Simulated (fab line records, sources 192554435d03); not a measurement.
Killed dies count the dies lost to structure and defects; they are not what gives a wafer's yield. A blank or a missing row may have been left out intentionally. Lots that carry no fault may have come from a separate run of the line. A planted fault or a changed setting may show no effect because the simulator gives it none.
Which of the tools did it? / flow n5Finfet / Sampling: 24 lots, 72 wafers, 6 of 1938 route steps

## WHAT THE GAUGES SHOWED, per wafer
N5_BEOL_M6_CD_MEAS_11 targets a cd of 38.5 nm.
lot=L074; measured=day 8 14:38; on=cdSem-02; cdNm (nm)=38.4 37.9 38.2
lot=L075; measured=day 9 07:20; on=cdSem-01; cdNm (nm)=39.9 39.4 39.0
lot=L077; measured=day 9 11:57; on=cdSem-03; cdNm (nm)=38.3 38.7 38.9
lot=L076; measured=day 9 13:53; on=cdSem-03; cdNm (nm)=38.8 38.8 38.4
lot=L078; measured=day 9 15:47; on=cdSem-03; cdNm (nm)=38.2 38.3 38.5
lot=L079; measured=day 10 00:47; on=cdSem-03; cdNm (nm)=37.7 38.8 38.1
lot=L080; measured=day 10 01:39; on=cdSem-03; cdNm (nm)=38.5 38.1 38.2
lot=L082; measured=day 10 14:14; on=cdSem-03; cdNm (nm)=38.0 38.8 38.1
lot=L081; measured=day 10 14:28; on=cdSem-01; cdNm (nm)=38.2 39.3 38.5
lot=L083; measured=day 11 08:22; on=cdSem-01; cdNm (nm)=38.0 38.8 39.0
lot=L084; measured=day 11 01:28; on=cdSem-02; cdNm (nm)=38.3 38.1 38.8
lot=L085; measured=day 11 16:02; on=cdSem-03; cdNm (nm)=38.9 39.3 39.0
lot=L087; measured=day 12 07:59; on=cdSem-03; cdNm (nm)=37.8 37.9 38.0
lot=L086; measured=day 12 11:59; on=cdSem-03; cdNm (nm)=37.8 38.2 38.3
lot=L088; measured=day 12 09:47; on=cdSem-03; cdNm (nm)=39.0 38.4 38.4
lot=L089; measured=day 12 18:36; on=cdSem-01; cdNm (nm)=37.5 37.8 38.4
lot=L092; measured=day 12 23:25; on=cdSem-01; cdNm (nm)=38.2 38.4 38.6
lot=L090; measured=day 12 23:34; on=cdSem-01; cdNm (nm)=38.6 38.8 38.9
lot=L091; measured=day 13 04:29; on=cdSem-03; cdNm (nm)=39.3 38.1 39.5
lot=L093; measured=day 13 16:33; on=cdSem-03; cdNm (nm)=37.8 38.3 38.6
lot=L094; measured=day 14 08:22; on=cdSem-01; cdNm (nm)=38.9 38.5 38.7
lot=L095; measured=day 14 10:35; on=cdSem-01; cdNm (nm)=38.2 38.0 38.2
lot=L096; measured=day 14 12:43; on=cdSem-03; cdNm (nm)=38.6 38.5 38.1
lot=L097; measured=day 14 15:11; on=cdSem-01; cdNm (nm)=38.7 38.9 39.1

N5_BEOL_M6_INSPECT_30: inspects for defects (brightfield).
lot=L074; measured=day 8 17:14; on=defectInspect-02; rawDefectCount=296 251 339
lot=L075; measured=day 9 10:40; on=defectInspect-02; rawDefectCount=292 311 309
lot=L077; measured=day 9 13:05; on=defectInspect-02; rawDefectCount=471 311 346
lot=L076; measured=day 9 14:56; on=defectInspect-02; rawDefectCount=548 442 485
lot=L078; measured=day 9 16:44; on=defectInspect-02; rawDefectCount=311 298 392
lot=L079; measured=day 10 03:07; on=defectInspect-02; rawDefectCount=428 369 388
lot=L080; measured=day 10 04:01; on=defectInspect-02; rawDefectCount=353 382 305
lot=L082; measured=day 10 16:37; on=defectInspect-02; rawDefectCount=403 401 355
lot=L081; measured=day 10 16:27; on=defectInspect-02; rawDefectCount=270 339 249
lot=L083; measured=day 11 10:13; on=defectInspect-02; rawDefectCount=404 455 353
lot=L084; measured=day 11 03:17; on=defectInspect-02; rawDefectCount=406 429 349
lot=L085; measured=day 11 17:34; on=defectInspect-02; rawDefectCount=376 296 338
lot=L087; measured=day 12 13:40; on=defectInspect-01; rawDefectCount=535 392 440
lot=L086; measured=day 12 13:37; on=defectInspect-01; rawDefectCount=333 346 321
lot=L088; measured=day 12 13:27; on=defectInspect-01; rawDefectCount=475 659 470
lot=L089; measured=day 12 19:40; on=defectInspect-01; rawDefectCount=536 540 493
lot=L092; measured=day 13 00:29; on=defectInspect-01; rawDefectCount=503 452 433
lot=L090; measured=day 13 00:37; on=defectInspect-02; rawDefectCount=374 435 342
lot=L091; measured=day 13 06:43; on=defectInspect-01; rawDefectCount=344 324 312
lot=L093; measured=day 13 18:07; on=defectInspect-01; rawDefectCount=550 560 643
lot=L094; measured=day 14 12:23; on=defectInspect-02; rawDefectCount=474 515 664
lot=L095; measured=day 14 12:10; on=defectInspect-02; rawDefectCount=415 449 412
lot=L096; measured=day 14 13:41; on=defectInspect-01; rawDefectCount=618 392 434
lot=L097; measured=day 14 16:20; on=defectInspect-01; rawDefectCount=390 431 470

## WHICH TOOL RAN EACH LOT (tool, then ch and the chambers of the sampled wafers, then the start)
lot=L074; N5_BEOL_M5_SPUTTER_81=pvdSputter-03, day 8 08:47; N5_BEOL_M5_ANNEAL_82=pvdSputter-03, day 8 08:52; N5_BEOL_M6_PECVD_70=pecvd-04 ch 0,1, day 8 13:53; N5_BEOL_M6_STRIP_19=rieDiel-01 ch 0,3, day 8 15:09
lot=L075; N5_BEOL_M5_SPUTTER_81=pvdSputter-01, day 8 23:49; N5_BEOL_M5_ANNEAL_82=pvdSputter-01, day 8 23:54; N5_BEOL_M6_PECVD_70=pecvd-04 ch 0,1, day 9 05:15; N5_BEOL_M6_STRIP_19=rieDiel-02 ch 1,3, day 9 07:53
lot=L077; N5_BEOL_M5_SPUTTER_81=pvdSputter-03, day 9 03:23; N5_BEOL_M5_ANNEAL_82=pvdSputter-03, day 9 03:28; N5_BEOL_M6_PECVD_70=pecvd-03 ch 0,1,2, day 9 08:27; N5_BEOL_M6_STRIP_19=rieDiel-01 ch 0,1,3, day 9 12:26
lot=L076; N5_BEOL_M5_SPUTTER_81=pvdSputter-02, day 9 07:47; N5_BEOL_M5_ANNEAL_82=pvdSputter-02, day 9 07:52; N5_BEOL_M6_PECVD_70=pecvd-02 ch 0,1,2, day 9 13:19; N5_BEOL_M6_STRIP_19=rieDiel-06 ch 0,1,3, day 9 14:28
lot=L078; N5_BEOL_M5_SPUTTER_81=pvdSputter-03, day 9 09:04; N5_BEOL_M5_ANNEAL_82=pvdSputter-03, day 9 09:08; N5_BEOL_M6_PECVD_70=pecvd-02 ch 1,2, day 9 14:11; N5_BEOL_M6_STRIP_19=rieDiel-06 ch 0,1,3, day 9 16:16
lot=L079; N5_BEOL_M5_SPUTTER_81=pvdSputter-02, day 9 17:41; N5_BEOL_M5_ANNEAL_82=pvdSputter-02, day 9 17:46; N5_BEOL_M6_PECVD_70=pecvd-03 ch 0,1,2, day 9 22:54; N5_BEOL_M6_STRIP_19=rieDiel-02 ch 0,1, day 10 01:57
lot=L080; N5_BEOL_M5_SPUTTER_81=pvdSputter-03, day 9 19:58; N5_BEOL_M5_ANNEAL_82=pvdSputter-03, day 9 20:02; N5_BEOL_M6_PECVD_70=pecvd-03 ch 0,1,2, day 10 01:05; N5_BEOL_M6_STRIP_19=rieDiel-02 ch 0,1, day 10 02:31
lot=L082; N5_BEOL_M5_SPUTTER_81=pvdSputter-03, day 10 07:37; N5_BEOL_M5_ANNEAL_82=pvdSputter-03, day 10 07:41; N5_BEOL_M6_PECVD_70=pecvd-03 ch 0,1,2, day 10 12:37; N5_BEOL_M6_STRIP_19=rieDiel-02 ch 1,3, day 10 14:46
lot=L081; N5_BEOL_M5_SPUTTER_81=pvdSputter-02, day 10 08:33; N5_BEOL_M5_ANNEAL_82=pvdSputter-02, day 10 08:38; N5_BEOL_M6_PECVD_70=pecvd-04 ch 0,1, day 10 13:35; N5_BEOL_M6_STRIP_19=rieDiel-02 ch 0,1,3, day 10 14:56
lot=L083; N5_BEOL_M5_SPUTTER_81=pvdSputter-02, day 10 17:46; N5_BEOL_M5_ANNEAL_82=pvdSputter-02, day 10 17:51; N5_BEOL_M6_PECVD_70=pecvd-03 ch 0,1,2, day 11 06:31; N5_BEOL_M6_STRIP_19=rieDiel-02 ch 0,1,3, day 11 08:54
lot=L084; N5_BEOL_M5_SPUTTER_81=pvdSputter-01, day 10 18:33; N5_BEOL_M5_ANNEAL_82=pvdSputter-01, day 10 18:38; N5_BEOL_M6_PECVD_70=pecvd-04 ch 0,1,2, day 10 23:32; N5_BEOL_M6_STRIP_19=rieDiel-01 ch 0,1,3, day 11 02:50
lot=L085; N5_BEOL_M5_SPUTTER_81=pvdSputter-02, day 11 10:00; N5_BEOL_M5_ANNEAL_82=pvdSputter-02, day 11 10:05; N5_BEOL_M6_PECVD_70=pecvd-03 ch 0,1, day 11 14:59; N5_BEOL_M6_STRIP_19=rieDiel-02 ch 1,2, day 11 16:31
lot=L087; N5_BEOL_M5_SPUTTER_81=pvdSputter-01, day 11 23:01; N5_BEOL_M5_ANNEAL_82=pvdSputter-01, day 11 23:06; N5_BEOL_M6_PECVD_70=pecvd-02 ch 1,2, day 12 04:01; N5_BEOL_M6_STRIP_19=rieDiel-02 ch 1,2, day 12 08:38
lot=L086; N5_BEOL_M5_SPUTTER_81=pvdSputter-02, day 11 23:56; N5_BEOL_M5_ANNEAL_82=pvdSputter-02, day 12 00:01; N5_BEOL_M6_PECVD_70=pecvd-02 ch 0,2, day 12 11:16; N5_BEOL_M6_STRIP_19=rieDiel-01 ch 0,3, day 12 12:31
lot=L088; N5_BEOL_M5_SPUTTER_81=pvdSputter-03, day 12 03:18; N5_BEOL_M5_ANNEAL_82=pvdSputter-03, day 12 03:23; N5_BEOL_M6_PECVD_70=pecvd-03 ch 0,1,2, day 12 08:35; N5_BEOL_M6_STRIP_19=rieDiel-01 ch 1,2, day 12 10:25
lot=L089; N5_BEOL_M5_SPUTTER_81=pvdSputter-02, day 12 11:31; N5_BEOL_M5_ANNEAL_82=pvdSputter-02, day 12 11:35; N5_BEOL_M6_PECVD_70=pecvd-03 ch 0,1,2, day 12 16:32; N5_BEOL_M6_STRIP_19=rieDiel-06 ch 0,1,2, day 12 19:05
lot=L092; N5_BEOL_M5_SPUTTER_81=pvdSputter-02, day 12 16:22; N5_BEOL_M5_ANNEAL_82=pvdSputter-02, day 12 16:27; N5_BEOL_M6_PECVD_70=pecvd-03 ch 0,2, day 12 21:30; N5_BEOL_M6_STRIP_19=rieDiel-02 ch 0,2, day 12 23:53
lot=L090; N5_BEOL_M5_SPUTTER_81=pvdSputter-03, day 12 16:29; N5_BEOL_M5_ANNEAL_82=pvdSputter-03, day 12 16:34; N5_BEOL_M6_PECVD_70=pecvd-02 ch 1,2, day 12 21:46; N5_BEOL_M6_STRIP_19=rieDiel-06 ch 1,2,3, day 13 00:08
lot=L091; N5_BEOL_M5_SPUTTER_81=pvdSputter-02, day 12 21:06; N5_BEOL_M5_ANNEAL_82=pvdSputter-02, day 12 21:11; N5_BEOL_M6_PECVD_70=pecvd-02 ch 0,1,2, day 13 02:58; N5_BEOL_M6_STRIP_19=rieDiel-06 ch 0,2, day 13 05:22
lot=L093; N5_BEOL_M5_SPUTTER_81=pvdSputter-01, day 13 09:34; N5_BEOL_M5_ANNEAL_82=pvdSputter-01, day 13 09:39; N5_BEOL_M6_PECVD_70=pecvd-03 ch 0,1, day 13 14:49; N5_BEOL_M6_STRIP_19=rieDiel-06 ch 1,2, day 13 17:01
lot=L094; N5_BEOL_M5_SPUTTER_81=pvdSputter-03, day 14 01:10; N5_BEOL_M5_ANNEAL_82=pvdSputter-03, day 14 01:14; N5_BEOL_M6_PECVD_70=pecvd-04 ch 0,1, day 14 06:09; N5_BEOL_M6_STRIP_19=rieDiel-06 ch 1,2,3, day 14 08:52
lot=L095; N5_BEOL_M5_SPUTTER_81=pvdSputter-02, day 14 04:10; N5_BEOL_M5_ANNEAL_82=pvdSputter-02, day 14 04:15; N5_BEOL_M6_PECVD_70=pecvd-04 ch 0,2, day 14 09:38; N5_BEOL_M6_STRIP_19=rieDiel-06 ch 1,2,3, day 14 11:07
lot=L096; N5_BEOL_M5_SPUTTER_81=pvdSputter-01, day 14 04:57; N5_BEOL_M5_ANNEAL_82=pvdSputter-01, day 14 05:02; N5_BEOL_M6_PECVD_70=pecvd-04 ch 1,2, day 14 09:59; N5_BEOL_M6_STRIP_19=rieDiel-02 ch 1,3, day 14 13:12
lot=L097; N5_BEOL_M5_SPUTTER_81=pvdSputter-02, day 14 08:48; N5_BEOL_M5_ANNEAL_82=pvdSputter-02, day 14 08:53; N5_BEOL_M6_PECVD_70=pecvd-02 ch 0,1, day 14 14:13; N5_BEOL_M6_STRIP_19=rieDiel-06 ch 2,3, day 14 15:39
- N5_BEOL_M5_SPUTTER_81: material Cu, target thk 15 nm, time 27.62 s.
- N5_BEOL_M5_ANNEAL_82: time 1800 s.
- N5_BEOL_M6_PECVD_70: deposits SiO2 from TEOS/O2, target thk 20 nm, time 22.7 s.
- N5_BEOL_M6_STRIP_19: strips in O2.

## AS READ BY THE TOOLS THEMSELVES (means over the sampled wafers that have a number; for cases with no such wafer, the mark the record gives instead)
N5_BEOL_M5_SPUTTER_81.
lot=L074; tool=pvdSputter-03; chamberPressurePa (Pa)=0.07022; throttleValvePct (%)=29.6
lot=L075; tool=pvdSputter-01; chamberPressurePa (Pa)=0.07010; throttleValvePct (%)=30.5
lot=L077; tool=pvdSputter-03; chamberPressurePa (Pa)=0.07007; throttleValvePct (%)=29.5
lot=L076; tool=pvdSputter-02; chamberPressurePa (Pa)=0.07005; throttleValvePct (%)=28.7
lot=L078; tool=pvdSputter-03; chamberPressurePa (Pa)=0.06994; throttleValvePct (%)=29.4
lot=L079; tool=pvdSputter-02; chamberPressurePa (Pa)=0.07004; throttleValvePct (%)=28.9
lot=L080; tool=pvdSputter-03; chamberPressurePa (Pa)=0.06995; throttleValvePct (%)=29.6
lot=L082; tool=pvdSputter-03; chamberPressurePa (Pa)=0.06985; throttleValvePct (%)=29.0
lot=L081; tool=pvdSputter-02; chamberPressurePa (Pa)=0.06997; throttleValvePct (%)=29.0
lot=L083; tool=pvdSputter-02; chamberPressurePa (Pa)=0.07001; throttleValvePct (%)=29.4
lot=L084; tool=pvdSputter-01; chamberPressurePa (Pa)=0.06994; throttleValvePct (%)=31.0
lot=L085; tool=pvdSputter-02; chamberPressurePa (Pa)=0.07006; throttleValvePct (%)=28.9
lot=L087; tool=pvdSputter-01; chamberPressurePa (Pa)=0.06993; throttleValvePct (%)=30.7
lot=L086; tool=pvdSputter-02; chamberPressurePa (Pa)=0.07009; throttleValvePct (%)=29.0
lot=L088; tool=pvdSputter-03; chamberPressurePa (Pa)=0.07007; throttleValvePct (%)=30.4
lot=L089; tool=pvdSputter-02; chamberPressurePa (Pa)=0.06983; throttleValvePct (%)=28.9
lot=L092; tool=pvdSputter-02; chamberPressurePa (Pa)=0.07008; throttleValvePct (%)=29.4
lot=L090; tool=pvdSputter-03; chamberPressurePa (Pa)=0.07004; throttleValvePct (%)=29.9
lot=L091; tool=pvdSputter-02; chamberPressurePa (Pa)=0.06990; throttleValvePct (%)=29.2
lot=L093; tool=pvdSputter-01; chamberPressurePa (Pa)=0.07006; throttleValvePct (%)=30.9
lot=L094; tool=pvdSputter-03; chamberPressurePa (Pa)=0.07009; throttleValvePct (%)=29.9
lot=L095; tool=pvdSputter-02; chamberPressurePa (Pa)=0.06986; throttleValvePct (%)=29.0
lot=L096; tool=pvdSputter-01; chamberPressurePa (Pa)=0.06996; throttleValvePct (%)=29.9
lot=L097; tool=pvdSputter-02; chamberPressurePa (Pa)=0.07005; throttleValvePct (%)=29.2

N5_BEOL_M5_ANNEAL_82.
lot=L074; tool=pvdSputter-03; heaterPowerW (W)=722
lot=L075; tool=pvdSputter-01; heaterPowerW (W)=869
lot=L077; tool=pvdSputter-03; heaterPowerW (W)=735
lot=L076; tool=pvdSputter-02; heaterPowerW (W)=727
lot=L078; tool=pvdSputter-03; heaterPowerW (W)=729
lot=L079; tool=pvdSputter-02; heaterPowerW (W)=749
lot=L080; tool=pvdSputter-03; heaterPowerW (W)=741
lot=L082; tool=pvdSputter-03; heaterPowerW (W)=731
lot=L081; tool=pvdSputter-02; heaterPowerW (W)=781
lot=L083; tool=pvdSputter-02; heaterPowerW (W)=795
lot=L084; tool=pvdSputter-01; heaterPowerW (W)=868
lot=L085; tool=pvdSputter-02; heaterPowerW (W)=775
lot=L087; tool=pvdSputter-01; heaterPowerW (W)=888
lot=L086; tool=pvdSputter-02; heaterPowerW (W)=755
lot=L088; tool=pvdSputter-03; heaterPowerW (W)=759
lot=L089; tool=pvdSputter-02; heaterPowerW (W)=786
lot=L092; tool=pvdSputter-02; heaterPowerW (W)=834
lot=L090; tool=pvdSputter-03; heaterPowerW (W)=746
lot=L091; tool=pvdSputter-02; heaterPowerW (W)=819
lot=L093; tool=pvdSputter-01; heaterPowerW (W)=868
lot=L094; tool=pvdSputter-03; heaterPowerW (W)=758
lot=L095; tool=pvdSputter-02; heaterPowerW (W)=771
lot=L096; tool=pvdSputter-01; heaterPowerW (W)=883
lot=L097; tool=pvdSputter-02; heaterPowerW (W)=842

N5_BEOL_M6_PECVD_70.
lot=L074; tool=pecvd-04; heaterPowerW (W)=625; rfFwdPowerW (W)=444.4; showerheadPlenumPTorr (Torr)=8.747; throttleValvePct (%)=22.1
lot=L075; tool=pecvd-04; heaterPowerW (W)=607; rfFwdPowerW (W)=442.4; showerheadPlenumPTorr (Torr)=8.754; throttleValvePct (%)=22.2
lot=L077; tool=pecvd-03; heaterPowerW (W)=853; rfFwdPowerW (W)=444.4; showerheadPlenumPTorr (Torr)=8.757; throttleValvePct (%)=22.1
lot=L076; tool=pecvd-02; heaterPowerW (W)=633; rfFwdPowerW (W)=446.4; showerheadPlenumPTorr (Torr)=8.768; throttleValvePct (%)=22.2
lot=L078; tool=pecvd-02; heaterPowerW (W)=644; rfFwdPowerW (W)=445.6; showerheadPlenumPTorr (Torr)=8.781; throttleValvePct (%)=21.6
lot=L079; tool=pecvd-03; heaterPowerW (W)=851; rfFwdPowerW (W)=443.6; showerheadPlenumPTorr (Torr)=8.761; throttleValvePct (%)=21.9
lot=L080; tool=pecvd-03; heaterPowerW (W)=822; rfFwdPowerW (W)=445.2; showerheadPlenumPTorr (Torr)=8.756; throttleValvePct (%)=22.0
lot=L082; tool=pecvd-03; heaterPowerW (W)=802; rfFwdPowerW (W)=444.0; showerheadPlenumPTorr (Torr)=8.772; throttleValvePct (%)=21.9
lot=L081; tool=pecvd-04; heaterPowerW (W)=577; rfFwdPowerW (W)=443.8; showerheadPlenumPTorr (Torr)=8.754; throttleValvePct (%)=22.4
lot=L083; tool=pecvd-03; heaterPowerW (W)=837; rfFwdPowerW (W)=445.6; showerheadPlenumPTorr (Torr)=8.756; throttleValvePct (%)=22.2
lot=L084; tool=pecvd-04; heaterPowerW (W)=637; rfFwdPowerW (W)=444.7; showerheadPlenumPTorr (Torr)=8.759; throttleValvePct (%)=21.8
lot=L085; tool=pecvd-03; heaterPowerW (W)=823; rfFwdPowerW (W)=444.2; showerheadPlenumPTorr (Torr)=8.728; throttleValvePct (%)=23.0
lot=L087; tool=pecvd-02; heaterPowerW (W)=666; rfFwdPowerW (W)=445.1; showerheadPlenumPTorr (Torr)=8.793; throttleValvePct (%)=21.6
lot=L086; tool=pecvd-02; heaterPowerW (W)=628; rfFwdPowerW (W)=446.0; showerheadPlenumPTorr (Torr)=8.769; throttleValvePct (%)=21.9
lot=L088; tool=pecvd-03; heaterPowerW (W)=856; rfFwdPowerW (W)=445.9; showerheadPlenumPTorr (Torr)=8.764; throttleValvePct (%)=22.1
lot=L089; tool=pecvd-03; heaterPowerW (W)=828; rfFwdPowerW (W)=445.0; showerheadPlenumPTorr (Torr)=8.763; throttleValvePct (%)=22.1
lot=L092; tool=pecvd-03; heaterPowerW (W)=810; rfFwdPowerW (W)=445.3; showerheadPlenumPTorr (Torr)=8.758; throttleValvePct (%)=21.8
lot=L090; tool=pecvd-02; heaterPowerW (W)=562; rfFwdPowerW (W)=445.3; showerheadPlenumPTorr (Torr)=8.780; throttleValvePct (%)=22.6
lot=L091; tool=pecvd-02; heaterPowerW (W)=641; rfFwdPowerW (W)=444.3; showerheadPlenumPTorr (Torr)=8.784; throttleValvePct (%)=22.2
lot=L093; tool=pecvd-03; heaterPowerW (W)=823; rfFwdPowerW (W)=444.2; showerheadPlenumPTorr (Torr)=8.767; throttleValvePct (%)=22.4
lot=L094; tool=pecvd-04; heaterPowerW (W)=610; rfFwdPowerW (W)=443.6; showerheadPlenumPTorr (Torr)=8.762; throttleValvePct (%)=22.2
lot=L095; tool=pecvd-04; heaterPowerW (W)=723; rfFwdPowerW (W)=444.8; showerheadPlenumPTorr (Torr)=8.767; throttleValvePct (%)=22.2
lot=L096; tool=pecvd-04; heaterPowerW (W)=639; rfFwdPowerW (W)=443.4; showerheadPlenumPTorr (Torr)=8.760; throttleValvePct (%)=21.9
lot=L097; tool=pecvd-02; heaterPowerW (W)=652; rfFwdPowerW (W)=443.0; showerheadPlenumPTorr (Torr)=8.760; throttleValvePct (%)=22.7

N5_BEOL_M6_STRIP_19.
lot=L074; tool=rieDiel-01; drypumpMotorCurrentA (A)=5.8; oesProductAu (a.u.)=0.87; rfVppV (V)=3.7; showerheadPlenumPTorr (Torr)=2.23; throttleValvePct (%)=16.65
lot=L075; tool=rieDiel-02; drypumpMotorCurrentA (A)=5.5; oesProductAu (a.u.)=0.82; rfVppV (V)=2.9; showerheadPlenumPTorr (Torr)=2.16; throttleValvePct (%)=16.60
lot=L077; tool=rieDiel-01; drypumpMotorCurrentA (A)=5.8; oesProductAu (a.u.)=0.90; rfVppV (V)=3.5; showerheadPlenumPTorr (Torr)=2.18; throttleValvePct (%)=16.62
lot=L076; tool=rieDiel-06; drypumpMotorCurrentA (A)=6.0; oesProductAu (a.u.)=0.82; rfVppV (V)=3.5; showerheadPlenumPTorr (Torr)=2.09; throttleValvePct (%)=16.88
lot=L078; tool=rieDiel-06; drypumpMotorCurrentA (A)=6.0; oesProductAu (a.u.)=0.82; rfVppV (V)=3.4; showerheadPlenumPTorr (Torr)=2.09; throttleValvePct (%)=16.87
lot=L079; tool=rieDiel-02; drypumpMotorCurrentA (A)=5.7; oesProductAu (a.u.)=0.76; rfVppV (V)=3.8; showerheadPlenumPTorr (Torr)=2.15; throttleValvePct (%)=16.90
lot=L080; tool=rieDiel-02; drypumpMotorCurrentA (A)=5.8; oesProductAu (a.u.)=0.80; rfVppV (V)=3.2; showerheadPlenumPTorr (Torr)=2.13; throttleValvePct (%)=16.70
lot=L082; tool=rieDiel-02; drypumpMotorCurrentA (A)=5.5; oesProductAu (a.u.)=0.80; rfVppV (V)=3.1; showerheadPlenumPTorr (Torr)=2.16; throttleValvePct (%)=16.61
lot=L081; tool=rieDiel-02; drypumpMotorCurrentA (A)=5.7; oesProductAu (a.u.)=0.80; rfVppV (V)=3.8; showerheadPlenumPTorr (Torr)=2.15; throttleValvePct (%)=16.66
lot=L083; tool=rieDiel-02; drypumpMotorCurrentA (A)=5.7; oesProductAu (a.u.)=0.78; rfVppV (V)=3.8; showerheadPlenumPTorr (Torr)=2.15; throttleValvePct (%)=16.67
lot=L084; tool=rieDiel-01; drypumpMotorCurrentA (A)=5.8; oesProductAu (a.u.)=0.86; rfVppV (V)=3.8; showerheadPlenumPTorr (Torr)=2.18; throttleValvePct (%)=16.66
lot=L085; tool=rieDiel-02; drypumpMotorCurrentA (A)=5.9; oesProductAu (a.u.)=0.80; rfVppV (V)=3.7; showerheadPlenumPTorr (Torr)=2.14; throttleValvePct (%)=16.61
lot=L087; tool=rieDiel-02; drypumpMotorCurrentA (A)=5.7; oesProductAu (a.u.)=0.75; rfVppV (V)=3.8; showerheadPlenumPTorr (Torr)=2.15; throttleValvePct (%)=16.89
lot=L086; tool=rieDiel-01; drypumpMotorCurrentA (A)=5.5; oesProductAu (a.u.)=0.83; rfVppV (V)=3.3; showerheadPlenumPTorr (Torr)=2.23; throttleValvePct (%)=16.79
lot=L088; tool=rieDiel-01; drypumpMotorCurrentA (A)=6.0; oesProductAu (a.u.)=0.97; rfVppV (V)=3.3; showerheadPlenumPTorr (Torr)=2.13; throttleValvePct (%)=16.53
lot=L089; tool=rieDiel-06; drypumpMotorCurrentA (A)=6.1; oesProductAu (a.u.)=0.85; rfVppV (V)=3.7; showerheadPlenumPTorr (Torr)=2.07; throttleValvePct (%)=16.74
lot=L092; tool=rieDiel-02; drypumpMotorCurrentA (A)=6.1; oesProductAu (a.u.)=0.83; rfVppV (V)=3.7; showerheadPlenumPTorr (Torr)=2.12; throttleValvePct (%)=16.42
lot=L090; tool=rieDiel-06; drypumpMotorCurrentA (A)=5.9; oesProductAu (a.u.)=0.78; rfVppV (V)=3.5; showerheadPlenumPTorr (Torr)=2.08; throttleValvePct (%)=16.83
lot=L091; tool=rieDiel-06; drypumpMotorCurrentA (A)=5.9; oesProductAu (a.u.)=0.83; rfVppV (V)=3.9; showerheadPlenumPTorr (Torr)=2.03; throttleValvePct (%)=16.63
lot=L093; tool=rieDiel-06; drypumpMotorCurrentA (A)=6.0; oesProductAu (a.u.)=0.83; rfVppV (V)=3.1; showerheadPlenumPTorr (Torr)=2.07; throttleValvePct (%)=16.68
lot=L094; tool=rieDiel-06; drypumpMotorCurrentA (A)=5.9; oesProductAu (a.u.)=0.89; rfVppV (V)=3.6; showerheadPlenumPTorr (Torr)=2.07; throttleValvePct (%)=16.69
lot=L095; tool=rieDiel-06; drypumpMotorCurrentA (A)=5.8; oesProductAu (a.u.)=0.89; rfVppV (V)=3.7; showerheadPlenumPTorr (Torr)=2.07; throttleValvePct (%)=16.69
lot=L096; tool=rieDiel-02; drypumpMotorCurrentA (A)=5.5; oesProductAu (a.u.)=0.92; rfVppV (V)=4.2; showerheadPlenumPTorr (Torr)=2.15; throttleValvePct (%)=16.64
lot=L097; tool=rieDiel-06; drypumpMotorCurrentA (A)=5.5; oesProductAu (a.u.)=0.95; rfVppV (V)=3.3; showerheadPlenumPTorr (Torr)=2.04; throttleValvePct (%)=16.56

## THE ANSWER, worked out from the rows above alone
Rule: usual is defined by the lots themselves. The widest of any qualifying gaps counts: lots, ordered by their means at a reading, are off when they make up no more than a third of the lots, leave a main group of 4 or more, and stand apart from it by 3 or more times the standard deviation of that group's means. A main group is skipped when, at the precision printed for the reading in the tables above, its means are all equal. A lot without any number at a reading at which 4 lots or more have one is off too. The other lots that the step has rows for count as sound. Order of review: gauges by route order, followed by the tools' own readings, for which a lot's mean as printed above is used. At the first step where some lot is off, the reading lying furthest off is the one used; lots without a number count as furthest.
None of the lots is off at any reading shown; this tells nothing.

## WHAT HAD BEEN PUT IN BY THE SIMULATOR
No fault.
